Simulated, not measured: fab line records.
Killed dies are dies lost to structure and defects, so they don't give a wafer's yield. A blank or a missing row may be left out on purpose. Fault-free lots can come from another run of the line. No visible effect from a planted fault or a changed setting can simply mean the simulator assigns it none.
A lot that was struck, set against a sound lot / flow nand harc / 15 out of 1302 route steps
Sound: wafers L242.2, L242.5, L242.6. Struck: wafer L244.6 (left out: L244.3, L244.4 of the same lot, which were not struck); the cause appears at the end.
Each step with rows lists, per side, the tool, then ch with its chambers, then its first start. Under that, the readings that differ: sound wafers / struck wafers / difference of the means / sigmas: that difference in standard deviations of wafers without a fault.
alike: words and numbers the same on both sides, and readings whose means are apart by under 2 such deviations; not compared: readings that were withheld, readings missing a value for some wafer, numbers with overlapping values and no deviation given by the record, and bounds like >300 which may hide the same value.
The two part at a step that has a row with sigmas, a row that says differs or no value, or rows on one side only. Numbers that don't overlap but have no deviation are shown without sigmas and don't part them. A reading that every wafer of one side lacks parts them only if that side has two wafers or more.

NHARC_P_M0_OVL_MEAS_10: pitch 180 nm.
  struck on overlay-02, day 8 06:01; sound on overlay-01, day 7 01:46
reading=overlay x nm (nm); sound=-1.1 -0.9 -0.4; struck=1.5; difference=+2.3; sigmas=+3
  alike: overlay y nm
NHARC_P_M0_INSPECT_11:
  struck on defect inspect-02, day 8 06:04; sound on defect inspect-02, day 7 01:47
  alike: raw defect count
then, 1 step without rows for these wafers: NHARC_P_M0_DESCUM_14 (chemistry O2, time 3 s).
NHARC_P_M0_ETCH_34: etches the open film in N2/H2, target depth 40 nm, overetch 12 nm, time 43.94 s.
  sound on rie diel-12 ch 0,1,2, day 7 01:58; struck on rie diel-13 ch 1, day 8 06:12
  alike: bias w, drypump motor current A, oes product au, rf fwd power W, rf vpp V, showerhead plenum p Torr, throttle valve pct
  not compared: rf hours counter h
then, 1 step without rows for these wafers: NHARC_P_M0_ETCH_15 (etches the open film in C4F8/Ar, target depth 150 nm, overetch 15 nm, time 82.5 s).
NHARC_P_M0_CD_MEAS_16:
  struck on cd sem-01, day 8 06:25; sound on cd sem-02, day 7 02:12
  alike: cd nm
then, 2 steps without rows for these wafers: NHARC_P_M0_STRIP_18 (strips in N2/H2); NHARC_P_M0_STRIP_19 (strips in post etch residue remover, time 600 s).
NHARC_P_M0_DEGAS_28: time 60 s.
  struck on pvd sputter-01, day 8 07:02; sound on pvd sputter-01, day 7 02:53
  alike: heater power w
NHARC_P_M0_PRE_CLEAN_29: time 30 s.
  sound on pvd sputter-01; struck on pvd sputter-01
  alike: heater power w
NHARC_P_M0_PVD_20: deposits TaN, target thk 5 nm, time 8.06 s.
  sound on pvd sputter-01; struck on pvd sputter-01
  alike: throttle valve pct
then, 1 step without rows for these wafers: NHARC_P_M0_PVD_21 (deposits Cu, target thk 30 nm, time 20.49 s).
NHARC_P_M0_ECD_22: material Cu, target thk 400 nm.
  sound on ecd cu-02 ch 0,1, day 7 03:35; struck on ecd cu-01 ch 0, day 8 07:29
  alike: bath temp c
NHARC_P_M0_ANNEAL_30: time 90 s.
  sound on rtp anneal-01 ch 0, day 7 03:58; struck on rtp anneal-02 ch 0, day 8 07:52
  alike: wafer_temp_C_max
NHARC_P_M0_CMP_23: polishes, t overpolish 20 s, target thk 117.54 nm.
  sound on cmp-03 ch 0,1, day 7 04:16; struck on cmp-02 ch 2, day 8 08:08
reading=time to endpoint s (s); sound=34 33 31; struck=9; difference=-24; sigmas=-7
  alike: motor current A
  not compared: pad life wafers

== WHERE THEY PART ==
Last at NHARC_P_M0_CMP_23 as far as this record goes, first at NHARC_P_M0_OVL_MEAS_10.

WHY: the cause the simulator had injected
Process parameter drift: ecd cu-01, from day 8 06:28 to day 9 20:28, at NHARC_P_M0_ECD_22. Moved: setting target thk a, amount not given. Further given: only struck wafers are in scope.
